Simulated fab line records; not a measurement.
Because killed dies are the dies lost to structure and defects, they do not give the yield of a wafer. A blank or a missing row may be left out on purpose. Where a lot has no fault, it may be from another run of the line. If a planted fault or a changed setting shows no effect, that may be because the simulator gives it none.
Which tool did it?    flow nandHarc    14 lots with 42 wafers sampled at 4 steps, on a route of 1302 steps

## WHAT THE GAUGES READ, wafer by wafer
The record lacks any reading of a measuring or inspecting step that a usual standard deviation could be used to judge.

## TOOL THAT RAN EACH LOT (tool first, then ch and the chambers of the sampled wafers, then the start)
lot   NHARC_P_CONTACT_ETCH_18                       NHARC_P_CONTACT_DEGAS_38     NHARC_P_M0_PEB_07                 NHARC_P_M0_STRIP_18
L350  rieDiel-05 ch 0,2,3, day 6 23:25 or earlier   pvdSputter-02, day 6 23:25   lithoTrack-04 ch 0, day 7 01:35   rieDiel-12 ch 0,1,2, day 7 02:16
L351  rieDiel-06 ch 0,1,3, day 7 02:28 or earlier   pvdSputter-02, day 7 02:28   lithoTrack-06 ch 0, day 7 04:46   rieDiel-12 ch 0,1, day 7 05:25
L353  rieDiel-05 ch 1,2,3, day 8 01:49 or earlier   pvdSputter-03, day 8 01:49   lithoTrack-04 ch 0, day 8 03:59   rieDiel-10 ch 0,1,3, day 8 04:41
L354  rieDiel-06 ch 0,1,3, day 8 19:43 or earlier   pvdSputter-01, day 8 19:43   lithoTrack-01 ch 0, day 8 22:01   rieDiel-12 ch 1,2, day 8 22:39
L355  rieDiel-05 ch 1,2,3, day 9 07:14 or earlier   pvdSputter-03, day 9 07:14   lithoTrack-01 ch 0, day 9 09:34   rieDiel-13 ch 1,2,3, day 9 10:12
L356  rieDiel-06 ch 1,2, day 9 08:04 or earlier     pvdSputter-01, day 9 08:04   lithoTrack-01 ch 0, day 9 10:22   rieDiel-10 ch 0,1, day 9 11:02
L357  rieDiel-06 ch 1,2,3, day 9 18:06 or earlier   pvdSputter-01, day 9 18:06   lithoTrack-01 ch 0, day 9 20:25   rieDiel-10 ch 0,1, day 9 21:22
L365  rieDiel-06 ch 0,1, day 12 23:58 or earlier    pvdSputter-03, day 12 23:58  lithoTrack-06 ch 0, day 13 02:11  rieDiel-13 ch 0,2,3, day 13 02:51
L366  rieDiel-05 ch 0,3, day 13 11:07 or earlier    pvdSputter-02, day 13 11:07  lithoTrack-04 ch 0, day 13 13:19  rieDiel-13 ch 0,1,2, day 13 13:58
L367  rieDiel-06 ch 0,3, day 13 18:15 or earlier    pvdSputter-03, day 13 18:15  lithoTrack-01 ch 0, day 13 21:06  rieDiel-12 ch 0,2, day 13 21:54
L368  rieDiel-05 ch 0,2,3, day 14 14:44 or earlier  pvdSputter-01, day 14 14:44  lithoTrack-06 ch 0, day 14 17:07  rieDiel-12 ch 0,1,3, day 14 17:46
L369  rieDiel-02 ch 1,3, day 14 17:11 or earlier    pvdSputter-01, day 14 17:11  lithoTrack-06 ch 0, day 14 19:29  rieDiel-12 ch 0,2, day 14 20:17
L370  rieDiel-02 ch 1,2, day 15 07:45 or earlier    pvdSputter-01, day 15 07:45  lithoTrack-04 ch 0, day 15 10:05  rieDiel-10 ch 0,1, day 15 10:48
L371  rieDiel-05 ch 1,2, day 15 16:43 or earlier    pvdSputter-02, day 15 16:43  lithoTrack-04 ch 0, day 15 19:03  rieDiel-12 ch 1,3, day 15 19:46
- NHARC_P_CONTACT_ETCH_18: etches the open film in C4F8/O2/Ar, target depth 481 nm, time 240.5 s.
- NHARC_P_CONTACT_DEGAS_38: time 60 s.
- NHARC_P_M0_PEB_07: peb time 65 s.
- NHARC_P_M0_STRIP_18: strips in N2/H2.

## WHAT THE TOOLS THEMSELVES READ (means of the sampled wafers that have a number; where no wafer has one, the mark that the record gives instead)
NHARC_P_CONTACT_ETCH_18. Usual: oesProductAu 0.958 a.u., standard deviation 0.02; rfVppV 980 V, standard deviation 5.8.
lot   tool        oesProductAu (a.u.)  rfVppV (V)  flag
L350  rieDiel-05  0.959                979         
L351  rieDiel-06  0.967                978         
L353  rieDiel-05  0.954                980         
L354  rieDiel-06  0.963                977         
L355  rieDiel-05  0.967                979         
L356  rieDiel-06  0.963                985         
L357  rieDiel-06  0.962                983         
L365  rieDiel-06  0.931                972         
L366  rieDiel-05  0.954                975         
L367  rieDiel-06  0.985                978         
L368  rieDiel-05  0.971                979         
L369  rieDiel-02  0.966                984         
L370  rieDiel-02  0.972                979         
L371  rieDiel-05  0.966                985         

NHARC_P_CONTACT_DEGAS_38. Usual: heaterPowerW reads 472 W (standard deviation 69).
lot   tool           heaterPowerW (W)  flag
L350  pvdSputter-02  522               
L351  pvdSputter-02  560               
L353  pvdSputter-03  489               
L354  pvdSputter-01  408               
L355  pvdSputter-03  502               
L356  pvdSputter-01  370               
L357  pvdSputter-01  405               
L365  pvdSputter-03  521               
L366  pvdSputter-02  563               
L367  pvdSputter-03  485               
L368  pvdSputter-01  406               
L369  pvdSputter-01  427               
L370  pvdSputter-01  420               
L371  pvdSputter-02  514               

NHARC_P_M0_PEB_07. Usual: heaterPowerTotalW 156.7 W, standard deviation 0.41; plateTempC 100.01 C, standard deviation 0.12.
lot   tool           heaterPowerTotalW (W)  plateTempC (C)  flag
L350  lithoTrack-04  156.9                  100.00          
L351  lithoTrack-06  156.8                  100.00          
L353  lithoTrack-04  156.4                  99.93           
L354  lithoTrack-01  157.0                  100.05          
L355  lithoTrack-01  156.9                  99.99           
L356  lithoTrack-01  139.8                  91.91           OFF
L357  lithoTrack-01  139.9                  91.81           OFF
L365  lithoTrack-06  156.9                  100.11          
L366  lithoTrack-04  156.7                  100.13          
L367  lithoTrack-01  156.7                  99.98           
L368  lithoTrack-06  156.6                  99.99           
L369  lithoTrack-06  156.7                  100.10          
L370  lithoTrack-04  156.5                  99.95           
L371  lithoTrack-04  157.0                  100.06          

NHARC_P_M0_STRIP_18. Usual: drypumpMotorCurrentA 5.8 A, standard deviation 0.45; oesProductAu 0.999 a.u., standard deviation 0.0087; rfVppV 90.3 V, standard deviation 0.89; showerheadPlenumPTorr 1.98 Torr, standard deviation 0.062; throttleValvePct 14.172 %, standard deviation 0.0084.
lot   tool        drypumpMotorCurrentA (A)  oesProductAu (a.u.)  rfVppV (V)  showerheadPlenumPTorr (Torr)  throttleValvePct (%)  flag
L350  rieDiel-12  5.7                       0.998                89.3        1.98                          14.176                
L351  rieDiel-12  6.1                       0.998                89.3        1.95                          14.172                
L353  rieDiel-10  5.7                       0.998                91.2        2.03                          14.171                
L354  rieDiel-12  6.0                       0.998                90.5        2.00                          14.173                
L355  rieDiel-13  5.8                       1.004                90.4        1.94                          14.179                
L356  rieDiel-10  5.6                       0.998                91.0        2.05                          14.172                
L357  rieDiel-10  5.6                       0.990                90.3        2.06                          14.175                
L365  rieDiel-13  5.8                       0.993                89.8        1.96                          14.176                
L366  rieDiel-13  5.8                       0.991                89.8        1.95                          14.173                
L367  rieDiel-12  5.3                       1.009                90.6        2.00                          14.175                
L368  rieDiel-12  6.2                       1.006                90.0        1.96                          14.171                
L369  rieDiel-12  5.5                       1.001                90.7        1.94                          14.170                
L370  rieDiel-10  5.5                       1.011                90.8        2.04                          14.168                
L371  rieDiel-12  6.4                       0.995                90.1        2.00                          14.177                

## THE ANSWER, worked out from the rows above alone
Rule: a lot is off if the mean of its wafers that have a number lies more than 3 standard deviations from the usual mean. A lot without any number at a reading at which 4 lots or more have one is off too. Where the step has rows for the other lots, those lots are counted as sound. Order of review: gauges by route order, followed by the tools' own readings, for which a lot's mean as printed above is used. The first step at which some lot is off is used, and at that step the reading that is off furthest; a lot without a number counts as furthest.
Off at NHARC_P_M0_PEB_07 (plateTempC): L356, L357.
A tool fits if, at that step or a process step before it, it ran every lot that is off, and no sound lot after the first of them. Because NHARC_P_CONTACT_ETCH_18 lacks a start for some lots, the hours and order of its lots are taken from NHARC_P_CONTACT_DEGAS_38. Of those tried, none fits.

## WHAT HAD BEEN PUT IN BY THE SIMULATOR
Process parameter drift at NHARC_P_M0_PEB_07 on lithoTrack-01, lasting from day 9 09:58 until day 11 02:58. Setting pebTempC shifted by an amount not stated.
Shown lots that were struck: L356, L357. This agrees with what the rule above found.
